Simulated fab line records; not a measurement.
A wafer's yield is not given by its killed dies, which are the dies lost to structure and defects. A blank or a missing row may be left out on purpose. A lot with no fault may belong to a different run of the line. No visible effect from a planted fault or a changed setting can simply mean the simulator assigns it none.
fab line records | flow n5-finfet
record: lots: 24 wafers: 72 last-day: 18
route steps=1938 shown PMOS_HMC_CHANNEL_EPI@81 FIN_SAQP@99
lots that met no fault: taken from a fault-free run of the same line
start-h: start of the lot's first displayed wafer, in hours after the record's first day | wait-h: hours elapsed since this lot's preceding step | " identical to the entry in the row above | L1.1+2: a row that stands for several wafers | - no value, or no start was given | * or withheld: withheld | < > ~ a bound
route shown NAME@n: NAME is a module with steps in the file, n the number in the route of the first one | usual: average and standard deviation across the fault-free wafers | same: alike in all rows | chamber/n: place in a boat | sites: each site's reading | _std_site: their standard deviation | _edge_site: outer sites' mean less inner sites' | radius-mm: for every site, how far away it sits from the centre of the wafer | mask NAME#n: copy n | behind: the tool/chamber that last shaped the wafer | hold: the reason the lot was held/the length of the hold in hours/how it ended | device: transistor that didn't switch, given as n, p or np | end of line: the route-end tests of the same wafers | where a step has no rows: the recipe by itself | killed: at the first sort, the dies lost to defects and structure; wafer yield is something else | map: shows each die of a wafer: x if killed, . if not, _ if none is there
set.NAME: the run value of the setting; set.NAME@STEP: its run value at that earlier step | model.NAME: the simulator's own value behind a step, which no gauge read
steps of the route over a sample of lots; a table a step, a row a wafer
services: from which hour (start-h, from the record's first day; less than 0 if before it) a tool's chamber was out of use, for how many hours, and why
== steps ==
step: N5_PMOS_HMC_CHANNEL_EPI_CMP_21
recipe: material: SiGe30 post-cmp-clean: alkaline-brush target-thk-nm: 54
usual: edge-zone-pressure-frac: 1.000/0.0049 motor-current-A: 11.7/0.84 slurry-flow-ml-min: 150.0/0.49
columns lot.wafer tool chamber start-h wait-h edge-zone-pressure-frac motor-current-A slurry-flow-ml-min
L074.4 cmp-01 2 19.85 0.1 1.001 11.4 149.9
L074.2 " 0 " " 1.010 11.0 150.6
L074.3 " 1 " " 0.994 12.0 150.0
L075.3 cmp-01 0 26.70 0.1 0.993 12.0 150.3
L075.2 " 2 " " 1.006 11.5 150.6
L075.6 " 3 " " 1.007 13.8 150.0
L076.1 cmp-03 2 33.71 0.0 1.005 10.6 149.8
L076.2 " 0 " " 1.001 11.6 149.3
L076.4 " 1 " " 0.993 12.6 150.1
L077.3 cmp-01 0 39.11 0.1 1.003 11.4 149.2
L077.2 " 2 " " 1.002 12.2 150.0
L077.5 " 0 " " 1.002 12.2 149.5
L078.2 cmp-02 1 43.43 0.0 0.999 10.5 149.9
L078.6 " 1 " " 0.992 10.3 150.1
L078.5 " 2 " " 1.005 12.5 149.4
L079.4 cmp-03 0 51.78 0.1 0.997 12.1 150.6
L079.5 " 3 " " 0.997 11.9 149.6
L079.6 " 0 " " 0.989 11.7 150.0
L080.4 cmp-01 0 56.16 0.0 1.008 11.4 149.9
L080.3 " 1 " " 1.000 12.4 150.3
L080.6 " 0 " " 1.003 11.3 150.5
L081.4 cmp-02 3 62.18 0.0 1.004 10.9 150.7
L081.3 " 1 " " 0.996 10.7 148.7
L081.5 " 0 " " 1.002 11.9 151.0
L082.2 cmp-02 1 67.18 0.0 1.001 10.3 148.5
L082.3 " 2 " " 1.002 12.7 149.8
L082.1 " 0 " " 0.992 10.9 150.3
L083.3 cmp-02 1 73.53 0.0 1.003 11.2 150.2
L083.4 " 0 " " 1.000 11.8 150.4
L083.6 " 2 " " 1.001 13.2 149.4
L084.2 cmp-03 0 79.21 0.1 1.004 11.7 149.6
L084.3 " 1 " " 0.996 12.3 150.5
L084.5 " 0 " " 1.005 12.0 150.0
L085.3 cmp-03 1 85.73 0.0 0.989 12.5 149.8
L085.1 " 2 " " 0.998 10.9 150.3
L085.6 " 2 " " 0.995 11.1 149.8
L086.2 cmp-01 1 91.91 0.1 1.011 11.7 149.8
L086.1 " 2 " " 1.003 12.3 150.3
L086.5 " 0 " " 0.994 11.5 149.7
L087.4 cmp-02 1 97.76 0.1 0.994 10.6 150.4
L087.2 " 2 " " 0.997 12.7 149.5
L087.3 " 3 " " 0.993 10.0 150.4
L088.2 cmp-01 1 104.12 0.0 1.000 11.9 150.2
L088.3 " 2 " " 1.008 11.8 149.6
L088.4 " 3 " " 0.995 12.7 149.9
L089.1 cmp-03 1 109.90 0.0 0.996 12.2 150.4
L089.4 " 0 " " 1.001 11.5 149.9
L089.6 " 2 " " 1.006 11.1 149.7
L090.1 cmp-02 2 115.82 0.0 1.007 12.3 149.8
L090.3 " 0 " " 1.006 11.2 150.1
L090.6 " 3 " " 0.998 10.5 149.9
L091.1 cmp-02 2 121.89 0.0 1.003 12.8 149.8
L091.4 " 3 " " 1.000 10.1 149.6
L091.3 " 0 " " 1.000 11.6 149.7
L092.4 cmp-03 3 127.20 0.0 1.008 12.2 149.8
L092.3 " 0 " " 1.001 11.4 149.7
L092.6 " 3 " " 1.003 11.9 150.3
L093.4 cmp-03 2 133.53 0.0 1.012 10.4 150.3
L093.3 " 0 " " 1.006 11.5 149.4
L093.1 " 1 " " 1.005 12.7 149.9
L094.4 cmp-03 3 139.35 0.1 1.001 11.5 149.9
L094.5 " 2 " " 0.996 10.9 149.8
L094.6 " 3 " " 0.994 12.0 149.5
L095.1 cmp-01 3 146.98 0.1 0.994 12.7 150.6
L095.3 " 0 " " 1.006 11.0 149.4
L095.5 " 2 " " 1.000 11.8 149.2
L096.3 cmp-03 1 152.13 0.0 1.000 12.5 149.6
L096.4 " 2 " " 1.003 10.6 148.8
L096.1 " 0 " " 0.999 11.6 150.2
L097.3 cmp-01 2 158.30 0.1 0.994 11.4 150.0
L097.4 " 3 " " 1.007 13.3 149.8
L097.5 " 2 " " 0.996 11.9 149.8
step: N5_FIN_SAQP_PECVD_48
recipe: material: SiNx target-thk-a: 250 temp-c: 400 precursor: SiH4/NH3/N2 pressure-torr: 1.5 rf-w: 300 time-s: 22.1
usual: chamber-pressure-Torr: 1.500/0.0035 heater-power-w: 745/86 showerhead-plenum-p-Torr: 5.15/0.069 showerhead-vpp-V: 1096/62 throttle-valve-pct: 39.3/2.5
columns lot.wafer tool chamber start-h wait-h chamber-pressure-Torr heater-power-w showerhead-plenum-p-Torr showerhead-vpp-V throttle-valve-pct
L074.2 pecvd-01 0 21.46 0.0 1.504 571 5.16 1049 39.2
L074.3 " 2 " " 1.502 757 5.00 1132 37.7
L074.4 " 0 " " 1.496 581 5.16 1063 39.1
L075.2 pecvd-01 1 28.49 0.0 1.497 727 5.17 1008 37.7
L075.3 " 2 " " 1.501 840 5.00 1124 37.6
L075.6 " 0 " " 1.499 618 5.15 1075 38.9
L076.1 pecvd-04 1 35.43 0.0 1.495 772 5.23 1020 42.9
L076.2 " 0 " " 1.501 923 5.18 1067 37.0
L076.4 " 1 " " 1.501 770 5.23 1030 43.0
L077.2 pecvd-01 0 41.38 0.0 1.494 572 5.15 1097 38.8
L077.3 " 2 " " 1.499 804 5.00 1151 37.7
L077.5 " 1 " " 1.495 663 5.18 1019 37.7
L078.2 pecvd-04 1 45.69 0.0 1.501 767 5.23 1013 42.9
L078.5 " 1 " " 1.501 757 5.23 1011 42.8
L078.6 " 0 " " 1.503 836 5.18 1069 36.9
L079.4 pecvd-03 0 53.25 0.0 1.496 654 5.11 1051 36.8
L079.5 " 2 " " 1.497 664 5.14 1099 43.8
L079.6 " 1 " " 1.506 731 5.24 1211 41.2
L080.3 pecvd-03 1 57.75 0.0 1.503 751 5.25 1190 41.0
L080.4 " 2 " " 1.499 723 5.14 1098 43.9
L080.6 " 1 " " 1.504 770 5.23 1181 41.0
L081.3 pecvd-01 1 63.74 0.0 1.500 715 5.16 1018 37.7
L081.4 " 2 " " 1.496 751 5.00 1144 37.5
L081.5 " 0 " " 1.504 563 5.15 1074 38.9
L082.1 pecvd-03 1 68.67 0.0 1.499 710 5.25 1213 41.1
L082.2 " 2 " " 1.505 651 5.13 1081 44.0
L082.3 " 0 " " 1.497 738 5.12 1053 36.5
L083.3 pecvd-01 0 75.04 0.0 1.505 615 5.14 1071 38.8
L083.4 " 2 " " 1.501 802 5.01 1132 37.9
L083.6 " 0 " " 1.503 609 5.15 1062 39.3
L084.2 pecvd-01 0 80.76 0.0 1.499 600 5.16 1068 39.1
L084.3 " 2 " " 1.503 849 5.00 1130 38.0
L084.5 " 0 " " 1.500 641 5.15 1082 39.2
L085.1 pecvd-03 0 87.32 0.0 1.508 787 5.11 1068 36.6
L085.3 " 2 " " 1.501 706 5.15 1093 43.8
L085.6 " 1 " " 1.496 720 5.26 1228 40.9
L086.1 pecvd-04 0 95.03 0.0 1.501 901 5.18 1057 37.1
L086.2 " 2 " " 1.506 775 5.12 1205 37.0
L086.5 " 2 " " 1.505 772 5.13 1227 37.1
L087.2 pecvd-03 2 99.39 0.0 1.500 753 5.15 1094 43.9
L087.3 " 1 " " 1.494 729 5.25 1214 41.1
L087.4 " 1 " " 1.497 725 5.26 1217 40.9
L088.2 pecvd-03 2 105.78 0.0 1.501 681 5.14 1079 44.0
L088.3 " 0 " " 1.499 720 5.11 1056 36.9
L088.4 " 0 " " 1.497 719 5.11 1052 36.5
L089.1 pecvd-03 2 111.41 0.0 1.501 769 5.15 1106 43.8
L089.4 " 2 " " 1.499 757 5.15 1112 43.8
L089.6 " 1 " " 1.505 817 5.26 1200 41.2
L090.1 pecvd-04 2 117.43 0.0 1.498 816 5.13 1209 37.2
L090.3 " 0 " " 1.501 941 5.17 1106 37.6
L090.6 " 1 " " 1.498 714 5.23 1031 43.1
L091.1 pecvd-04 0 123.39 0.0 1.497 954 5.16 1060 37.5
L091.3 " 1 " " 1.498 695 5.21 1033 43.0
L091.4 " 0 " " 1.500 939 5.19 1077 37.3
L092.3 pecvd-01 2 128.72 0.0 1.501 753 5.01 1151 38.1
L092.4 " 2 " " 1.502 788 5.00 1134 38.1
L092.6 " 0 " " 1.498 622 5.15 1052 39.2
L093.1 pecvd-01 1 135.29 0.0 1.497 732 5.18 1033 37.6
L093.3 " 0 " " 1.498 642 5.14 1061 39.3
L093.4 " 1 " " 1.490 708 5.16 1045 37.7
L094.4 pecvd-04 0 140.92 0.0 1.496 930 5.19 1092 37.3
L094.5 " 2 " " 1.496 705 5.13 1210 37.7
L094.6 " 1 " " 1.499 741 5.21 1019 42.8
L095.1 pecvd-01 0 148.61 0.0 1.495 657 5.16 1096 39.4
L095.3 " 1 " " 1.498 795 5.17 1022 37.6
L095.5 " 0 " " 1.505 651 5.15 1039 39.2
L096.1 pecvd-03 0 153.68 0.0 1.500 782 5.10 1075 37.0
L096.3 " 1 " " 1.505 739 5.26 1190 40.8
L096.4 " 0 " " 1.505 783 5.13 1053 37.0
L097.3 pecvd-03 1 159.84 0.0 1.503 736 5.25 1191 41.0
L097.4 " 0 " " 1.499 749 5.11 1061 37.0
L097.5 " 1 " " 1.496 742 5.26 1201 41.0
step: N5_FIN_SAQP_CD_MEAS_16
recipe: target-cd-nm: 35.6 landing-energy-ev: 500 detector: se-inlens
usual: cd-nm: 35.53/0.29
columns lot.wafer tool chamber start-h wait-h cd-nm
L074.2 cd-sem-03 0 22.07 - 35.41
L074.3 " 0 " " 35.66
L074.4 " 0 " " 35.72
L075.2 cd-sem-02 0 29.91 - 35.42
L075.3 " 0 " " 35.76
L075.6 " 0 " " 35.59
L076.1 cd-sem-02 0 35.97 - 35.42
L076.2 " 0 " " 35.27
L076.4 " 0 " " 35.49
L077.2 cd-sem-03 0 42.00 - 35.23
L077.3 " 0 " " 35.06
L077.5 " 0 " " 35.29
L078.2 cd-sem-01 0 46.35 - 35.76
L078.5 " 0 " " 35.78
L078.6 " 0 " " 35.40
L079.4 cd-sem-01 0 53.73 - 35.68
L079.5 " 0 " " 35.77
L079.6 " 0 " " 35.59
L080.3 cd-sem-02 0 58.37 - 35.38
L080.4 " 0 " " 35.30
L080.6 " 0 " " 35.60
L081.3 cd-sem-01 0 64.23 - 35.49
L081.4 " 0 " " 35.02
L081.5 " 0 " " 34.99
L082.1 cd-sem-02 0 69.28 - 35.87
L082.2 " 0 " " 35.41
L082.3 " 0 " " 35.38
L083.3 cd-sem-02 0 75.65 - 35.59
L083.4 " 0 " " 35.20
L083.6 " 0 " " 35.30
L084.2 cd-sem-02 0 81.40 - 36.39
L084.3 " 0 " " 35.52
L084.5 " 0 " " 35.84
L085.1 cd-sem-03 0 87.81 - 35.65
L085.3 " 0 " " 35.44
L085.6 " 0 " " 35.08
L086.1 cd-sem-02 0 95.60 - 35.59
L086.2 " 0 " " 35.33
L086.5 " 0 " " 35.77
L087.2 cd-sem-01 0 100.00 - 35.43
L087.3 " 0 " " 34.86
L087.4 " 0 " " 35.48
L088.2 cd-sem-02 0 106.27 - 35.26
L088.3 " 0 " " 35.38
L088.4 " 0 " " 35.65
L089.1 cd-sem-03 0 111.90 - 35.35
L089.4 " 0 " " 34.86
L089.6 " 0 " " 35.30
L090.1 cd-sem-02 0 118.04 - 35.29
L090.3 " 0 " " 35.82
L090.6 " 0 " " 35.57
L091.1 cd-sem-02 0 124.00 - 35.38
L091.3 " 0 " " 35.56
L091.4 " 0 " " 35.08
L092.3 cd-sem-03 0 129.34 - 35.69
L092.4 " 0 " " 35.17
L092.6 " 0 " " 35.57
L093.1 cd-sem-03 0 135.90 - 35.59
L093.3 " 0 " " 35.93
L093.4 " 0 " " 35.98
L094.4 cd-sem-01 0 141.40 - 35.60
L094.5 " 0 " " 35.34
L094.6 " 0 " " 35.18
L095.1 cd-sem-01 0 149.22 - 35.95
L095.3 " 0 " " 35.72
L095.5 " 0 " " 35.84
L096.1 cd-sem-02 0 154.17 - 35.55
L096.3 " 0 " " 35.73
L096.4 " 0 " " 35.29
L097.3 cd-sem-01 0 160.47 - 35.67
L097.4 " 0 " " 35.78
L097.5 " 0 " " 35.74
step: N5_FIN_SAQP_MANDREL_ETCH_22
recipe: target-depth-a: 600 chemistry: HBr/Cl2 target: a-Si stop-on: SiNx bt-time-s: 10 over-etch-frac: 0.5 time-s: 30 pressure-mtorr: 10 icp-w: 800 bias-w: 75 HBr_flow_sccm: 150 Cl2_flow_sccm: 80 ends: end-point
usual: drypump-motor-current-A: 5.9/0.46 oes-product-au: 0.767/0.013 throttle-valve-pct: 35.34/0.13
columns lot.wafer tool chamber start-h wait-h drypump-motor-current-A oes-product-au rf-hours-counter-h throttle-valve-pct
L074.2 rie-si-04 2 22.68 0.0 5.3 0.767 89 35.41
L074.3 " 1 " " 5.7 0.773 121 35.38
L074.4 " 2 " " 5.4 0.771 - 35.39
L075.2 rie-si-04 1 30.74 0.0 5.7 0.778 121 35.38
L075.3 " 3 " " 6.8 0.770 120 35.29
L075.6 " 0 " " 6.3 0.781 - 35.42
L076.1 rie-si-04 2 36.35 0.0 5.3 0.753 89 35.42
L076.2 " 3 " " 6.8 0.756 120 35.33
L076.4 " 1 " " 5.7 0.782 121 35.35
L077.2 rie-si-04 2 43.16 0.0 5.4 0.761 89 35.42
L077.3 " 3 " " 6.8 0.753 121 35.30
L077.5 " 0 " " 6.3 0.771 - 35.45
L078.2 rie-si-06 1 47.82 0.0 5.6 0.754 123 35.46
L078.5 " 3 " " 6.0 0.776 - 35.03
L078.6 " 0 " " 6.1 0.772 - 35.35
L079.4 rie-si-06 1 54.10 0.0 5.6 0.749 123 35.46
L079.5 " 3 " " 6.0 0.761 - 35.06
L079.6 " 0 " " 6.1 0.766 - 35.36
L080.3 rie-si-04 2 58.83 0.0 5.3 0.764 90 35.44
L080.4 " 0 " " 6.3 0.771 - 35.44
L080.6 " 3 " " 6.8 0.771 - 35.27
L081.3 rie-si-06 3 64.72 0.0 6.0 0.766 58 35.04
L081.4 " 0 " " 6.1 0.773 61 35.33
L081.5 " 1 " " 5.6 0.764 - 35.46
L082.1 rie-si-04 3 69.72 0.0 6.8 0.767 121 35.28
L082.2 " 1 " " 5.7 0.772 121 35.40
L082.3 " 2 " " 5.4 0.774 90 35.40
L083.3 rie-si-01 2 76.09 0.0 5.0 0.760 33 35.27
L083.4 " 1 " " 5.6 0.795 196 35.25
L083.6 " 0 " " 4.6 0.778 - 35.58
L084.2 rie-si-01 2 81.78 0.0 5.0 0.756 33 35.28
L084.3 " 3 " " 5.8 0.728 115 35.26
L084.5 " 2 " " 5.0 0.762 - 35.27
L085.1 rie-si-06 1 88.19 0.0 5.6 0.755 124 35.46
L085.3 " 3 " " 6.0 0.775 58 35.04
L085.6 " 2 " " 6.1 0.773 - 35.28
L086.1 rie-si-06 0 96.06 0.0 6.0 0.756 62 35.39
L086.2 " 1 " " 5.6 0.742 124 35.49
L086.5 " 0 " " 6.1 0.762 - 35.36
L087.2 rie-si-04 2 100.38 0.0 5.3 0.764 90 35.41
L087.3 " 3 " " 6.8 0.759 122 35.29
L087.4 " 1 " " 5.8 0.776 122 35.40
L088.2 rie-si-06 1 106.86 0.0 5.6 0.745 124 35.47
L088.3 " 3 " " 6.0 0.761 59 35.06
L088.4 " 0 " " 6.1 0.758 62 35.35
L089.1 rie-si-06 1 112.92 0.0 5.6 0.752 124 35.47
L089.4 " 0 " " 6.1 0.761 62 35.35
L089.6 " 2 " " 6.1 0.788 - 35.31
L090.1 rie-si-04 2 118.52 0.0 5.3 0.752 91 35.42
L090.3 " 1 " " 5.7 0.771 122 35.39
L090.6 " 1 " " 5.7 0.771 - 35.36
L091.1 rie-si-06 1 124.38 0.0 5.6 0.737 124 35.47
L091.3 " 3 " " 6.1 0.766 59 35.06
L091.4 " 2 " " 6.1 0.789 104 35.29
L092.3 rie-si-06 3 129.74 0.0 6.1 0.768 59 35.03
L092.4 " 2 " " 6.1 0.791 105 35.29
L092.6 " 0 " " 6.0 0.765 - 35.35
L093.1 rie-si-06 3 136.32 0.0 6.0 0.768 59 35.05
L093.3 " 0 " " 6.1 0.762 63 35.36
L093.4 " 2 " " 6.1 0.797 105 35.26
L094.4 rie-si-06 3 142.10 0.0 6.1 0.777 59 35.04
L094.5 " 2 " " 6.1 0.785 - 35.30
L094.6 " 1 " " 5.6 0.753 - 35.45
L095.1 rie-si-04 3 149.73 0.0 6.8 0.757 123 35.29
L095.3 " 1 " " 5.8 0.777 123 35.37
L095.5 " 1 " " 5.7 0.775 - 35.37
L096.1 rie-si-04 1 154.55 0.0 5.7 0.774 123 35.36
L096.3 " 2 " " 5.4 0.756 92 35.42
L096.4 " 3 " " 6.8 0.763 123 35.27
L097.3 rie-si-06 3 160.84 0.0 6.0 0.773 60 35.06
L097.4 " 0 " " 6.1 0.761 63 35.36
L097.5 " 1 " " 5.6 0.751 - 35.45
step: N5_FIN_SAQP_SPACER1_ALD_24
recipe: material: SiO2 target-thk-a: 203 temp-c: 300 ald-precursor-family: BDEAS ald-co-reactant: O2-plasma pulse-time-s: 1 purge-time-s: 2 co-reactant-purge-time-s: 2 ald-cycles: 218 pressure-torr: 2
usual: chamber-pressure-Torr: 2.000/0.0051 heater-power-w: 458/33 precursor-pulse-height-rel: 1.003/0.02
columns lot.wafer tool chamber start-h wait-h chamber-pressure-Torr heater-power-w precursor-pulse-height-rel
L074.2 ald-sin-04 1 23.63 0.3 2.013 480 0.987
L074.3 " 0 " " 1.996 424 1.008
L074.4 " 2 " " 1.999 430 1.004
L075.2 ald-sin-04 3 31.57 0.3 2.005 513 0.996
L075.3 " 1 " " 2.001 480 1.038
L075.6 " 1 " " 1.994 488 1.027
L076.1 ald-sin-02 3 37.53 0.3 1.996 449 0.989
L076.2 " 1 " " 2.000 451 0.976
L076.4 " 2 " " 2.008 439 0.992
L077.2 ald-sin-02 2 44.52 0.8 2.001 447 1.026
L077.3 " 0 " " 2.000 458 0.980
L077.5 " 3 " " 1.998 455 1.007
L078.2 ald-sin-02 0 48.66 0.3 1.996 461 1.027
L078.5 " 0 " " 1.993 471 1.031
L078.6 " 2 " " 2.002 434 0.996
L079.4 ald-sin-04 3 55.26 0.3 1.993 521 0.995
L079.5 " 0 " " 2.000 421 1.004
L079.6 " 1 " " 2.002 479 1.010
L080.3 ald-sin-04 1 59.68 0.1 2.006 484 1.007
L080.4 " 3 " " 2.009 532 1.014
L080.6 " 0 " " 1.993 428 1.035
L081.3 ald-sin-02 3 66.63 1.0 1.997 469 0.962
L081.4 " 0 " " 2.010 462 0.980
L081.5 " 2 " " 1.998 447 0.986
L082.1 ald-sin-04 0 70.82 0.6 1.993 423 1.014
L082.2 " 2 " " 1.999 427 0.993
L082.3 " 3 " " 1.999 517 1.008
L083.3 ald-sin-03 3 76.89 0.1 1.993 453 0.965
L083.4 " 1 " " 1.998 428 1.031
L083.6 " 1 " " 2.000 417 1.011
L084.2 ald-sin-02 1 82.88 0.3 2.004 445 1.015
L084.3 " 0 " " 2.011 466 1.005
L084.5 " 3 " " 2.000 461 1.007
L085.1 ald-sin-03 3 89.34 0.3 1.999 460 0.986
L085.3 " 1 " " 1.997 412 1.003
L085.6 " 1 " " 1.999 408 0.979
L086.1 ald-sin-04 3 97.45 0.8 1.997 528 1.000
L086.2 " 1 " " 1.993 481 1.021
L086.5 " 2 " " 2.001 419 0.995
L087.2 ald-sin-02 0 101.20 0.3 2.002 459 0.979
L087.3 " 3 " " 2.000 453 1.003
L087.4 " 1 " " 1.998 435 1.013
L088.2 ald-sin-02 2 107.67 0.3 1.992 438 0.967
L088.3 " 1 " " 1.996 436 1.001
L088.4 " 0 " " 2.002 470 1.004
L089.1 ald-sin-03 2 113.77 0.3 2.001 518 0.997
L089.4 " 3 " " 1.999 473 0.974
L089.6 " 2 " " 1.997 519 0.981
L090.1 ald-sin-03 3 119.45 0.3 1.997 462 0.996
L090.3 " 0 " " 2.005 439 1.061
L090.6 " 2 " " 2.002 521 1.044
L091.1 ald-sin-02 0 125.51 0.3 1.998 464 0.998
L091.3 " 3 " " 2.005 465 1.002
L091.4 " 1 " " 1.992 454 0.960
L092.3 ald-sin-04 2 130.78 0.4 2.002 432 1.017
L092.4 " 0 " " 2.008 428 1.005
L092.6 " 1 " " 2.002 486 0.986
L093.1 ald-sin-03 0 137.25 0.3 1.999 452 1.004
L093.3 " 1 " " 2.004 418 1.015
L093.4 " 2 " " 1.998 505 1.030
L094.4 ald-sin-03 2 143.06 0.2 2.000 520 0.973
L094.5 " 3 " " 2.000 476 0.991
L094.6 " 2 " " 2.003 508 1.013
L095.1 ald-sin-04 1 150.57 0.3 2.002 496 1.024
L095.3 " 3 " " 2.003 536 1.015
L095.5 " 1 " " 2.002 500 1.031
L096.1 ald-sin-04 0 155.70 0.6 1.992 416 1.019
L096.3 " 3 " " 1.994 527 0.989
L096.4 " 1 " " 2.004 491 0.985
L097.3 ald-sin-03 2 161.70 0.1 1.996 504 1.024
L097.4 " 0 " " 2.005 457 0.973
L097.5 " 0 " " 2.001 450 1.061
step: N5_FIN_SAQP_ETCH_69
recipe: chemistry: N2/H2 target: SOC target-depth-a: 1500 stop-on: SiNx ion-energy-ev: 100 bias-w: 61 pressure-mtorr: 30 source-w: 850 n2-flow-sccm: 200 h2-flow-sccm: 200
usual: drypump-motor-current-A: 6.0/0.55 oes-product-au: 0.78/0.091 rf-vpp-V: 240.6/1.6 showerhead-plenum-p-Torr: 2.54/0.1 throttle-valve-pct: 17.90/0.18
columns lot.wafer tool chamber start-h wait-h drypump-motor-current-A oes-product-au rf-hours-counter-h rf-vpp-V showerhead-plenum-p-Torr throttle-valve-pct
L074.2 rie-diel-05 1 26.08 - 6.7 0.73 143 238.7 2.44 17.83
L074.3 " 3 " " 6.0 0.72 205 239.6 2.41 18.17
L074.4 " 2 " " 5.7 0.69 240 241.1 2.61 18.42
L075.2 rie-diel-05 3 34.03 - 5.9 0.71 209 239.2 2.41 18.18
L075.3 " 2 " " 5.7 0.68 243 240.2 2.61 18.40
L075.6 " 3 " " 5.9 0.71 - 239.0 2.41 18.18
L076.1 rie-diel-05 1 39.34 - 6.8 0.73 149 238.1 2.44 17.85
L076.2 " 0 " " 6.5 0.87 42 242.3 2.70 17.62
L076.4 " 2 " " 5.7 0.68 246 242.3 2.61 18.42
L077.2 rie-diel-01 1 46.44 - 6.0 0.98 4 242.4 2.60 17.94
L077.3 " 0 " " 5.2 0.69 225 242.8 2.51 17.99
L077.5 " 1 " " 5.9 0.96 - 240.7 2.60 17.94
L078.2 rie-diel-02 0 50.57 - 6.0 0.70 207 238.3 2.42 17.79
L078.5 " 2 " " 5.1 0.70 - 240.9 2.51 17.98
L078.6 " 1 " " 5.5 0.77 - 239.7 2.45 17.77
L079.4 rie-diel-01 1 57.38 - 6.0 0.95 - 240.9 2.60 17.93
L079.5 " 2 " " 6.8 0.79 - 241.5 2.56 17.72
L079.6 " 0 " " 5.3 0.69 - 239.4 2.51 17.99
L080.3 rie-diel-02 1 61.40 - 5.4 0.77 134 241.0 2.45 17.77
L080.4 " 3 " " 5.7 0.76 132 244.2 2.66 17.85
L080.6 " 0 " " 6.0 0.71 - 239.9 2.41 17.80
L081.3 rie-diel-02 3 68.55 - 5.7 0.76 135 242.2 2.66 17.85
L081.4 " 0 " " 6.0 0.69 213 239.5 2.41 17.81
L081.5 " 3 " " 5.7 0.76 - 241.8 2.66 17.84
L082.1 rie-diel-02 0 72.79 - 6.0 0.69 214 239.8 2.41 17.80
L082.2 " 3 " " 5.7 0.76 136 242.0 2.66 17.85
L082.3 " 1 " " 5.5 0.76 137 238.1 2.44 17.79
L083.3 rie-diel-01 3 78.68 - 5.4 0.78 101 240.9 2.57 18.13
L083.4 " 2 " " 6.8 0.78 122 240.9 2.56 17.74
L083.6 " 0 " " 5.2 0.68 - 240.2 2.51 17.99
L084.2 rie-diel-05 1 84.51 - 6.8 0.72 170 239.4 2.43 17.86
L084.3 " 3 " " 6.0 0.70 232 239.1 2.40 18.20
L084.5 " 2 " " 5.7 0.98 - 241.0 2.61 17.96
L085.1 rie-diel-02 2 91.29 - 5.1 0.70 237 241.3 2.51 17.98
L085.3 " 0 " " 6.0 0.69 221 238.1 2.41 17.82
L085.6 " 0 " " 6.0 0.69 - 239.0 2.41 17.82
L086.1 rie-diel-01 1 99.65 - 6.0 0.91 22 242.5 2.59 17.97
L086.2 " 2 " " 6.8 0.78 127 240.1 2.55 17.75
L086.5 " 1 " " 6.0 0.91 - 241.6 2.59 17.95
L087.2 rie-diel-05 2 102.95 - 5.7 0.94 7 241.3 2.60 17.97
L087.3 " 1 " " 6.8 0.70 177 239.9 2.43 17.87
L087.4 " 0 " " 6.6 0.83 72 242.5 2.68 17.67
L088.2 rie-diel-05 1 109.38 - 6.8 0.71 179 239.3 2.43 17.89
L088.3 " 0 " " 6.6 0.83 74 241.8 2.68 17.66
L088.4 " 3 " " 6.0 0.70 241 238.9 2.40 18.21
L089.1 rie-diel-05 0 115.40 - 6.6 0.83 77 242.6 2.68 17.66
L089.4 " 1 " " 6.7 0.71 181 240.7 2.42 17.89
L089.6 " 1 " " 6.8 0.71 - 239.1 2.42 17.89
L090.1 rie-diel-02 3 121.09 - 5.7 0.75 153 243.2 2.65 17.89
L090.3 " 1 " " 5.5 0.76 157 239.3 2.44 17.79
L090.6 " 1 " " 5.5 0.75 - 239.5 2.44 17.81
L091.1 rie-diel-05 2 127.15 - 5.7 0.91 15 242.4 2.60 17.97
L091.3 " 3 " " 6.0 0.69 248 239.1 2.39 18.23
L091.4 " 0 " " 6.6 0.83 82 242.2 2.68 17.71
L092.3 rie-diel-02 3 132.41 - 5.7 0.74 158 240.9 2.65 17.89
L092.4 " 3 " " 5.7 0.74 - 242.0 2.65 17.88
L092.6 " 1 " " 5.5 0.75 - 239.4 2.43 17.83
L093.1 rie-diel-05 2 139.00 - 5.7 0.89 20 242.9 2.60 17.99
L093.3 " 1 " " 6.8 0.70 190 239.1 2.42 17.89
L093.4 " 1 " " 6.8 0.70 - 238.1 2.42 17.89
L094.4 rie-diel-01 0 145.04 - 5.2 0.98 0 238.8 2.50 17.56
L094.5 " 0 " " 5.2 0.98 - 238.0 2.50 17.55
L094.6 " 3 " " 5.4 0.76 - 240.9 2.56 18.16
L095.1 rie-diel-05 0 152.48 - 6.6 0.80 93 242.7 2.68 17.70
L095.3 " 1 " " 6.8 0.69 197 238.6 2.42 17.92
L095.5 " 1 " " 6.7 0.70 - 239.8 2.42 17.92
L096.1 rie-diel-01 2 157.46 - 6.8 0.76 150 239.8 2.54 17.79
L096.3 " 1 " " 6.0 0.88 46 240.8 2.58 18.01
L096.4 " 3 " " 5.4 0.75 131 241.1 2.56 18.17
L097.3 rie-diel-05 1 163.52 - 6.7 0.69 201 239.6 2.42 17.93
L097.4 " 0 " " 6.6 0.80 98 240.6 2.67 17.72
L097.5 " 2 " " 5.7 0.88 - 242.2 2.59 18.01
== services ==
columns tool chamber start-h hours kind
cmp-03 - 5.05 7.7 pm
cmp-03 - 14.79 10.7 repair
ald-sin-03 3 14.81 7.8 repair
cmp-02 - 15.42 4.9 pm
rie-diel-02 - 17.18 28.1 pm
rie-si-04 0 18.06 11.3 repair
cmp-01 - 35.05 4.0 pm
rie-si-06 3 36.94 0.9 repair
rie-diel-05 2 47.66 10.7 repair
cmp-01 - 48.95 0.7 repair
rie-si-04 1 52.79 6.3 repair
cmp-01 - 53.58 1.0 repair
rie-diel-05 1 54.83 4.8 repair
ald-sin-02 2 57.17 6.6 repair
ald-sin-02 - 76.45 0.5 repair
pecvd-01 - 77.65 2.2 repair
rie-si-04 1 83.77 1.3 repair
ald-sin-04 0 91.54 10.6 repair
pecvd-03 - 95.35 3.2 repair
ald-sin-02 0 95.58 5.3 repair
pecvd-03 - 132.56 2.8 pm
rie-si-06 - 142.60 10.0 pm
rie-diel-05 2 143.71 5.1 repair
ald-sin-04 1 151.67 3.7 repair
== key ==
fault none
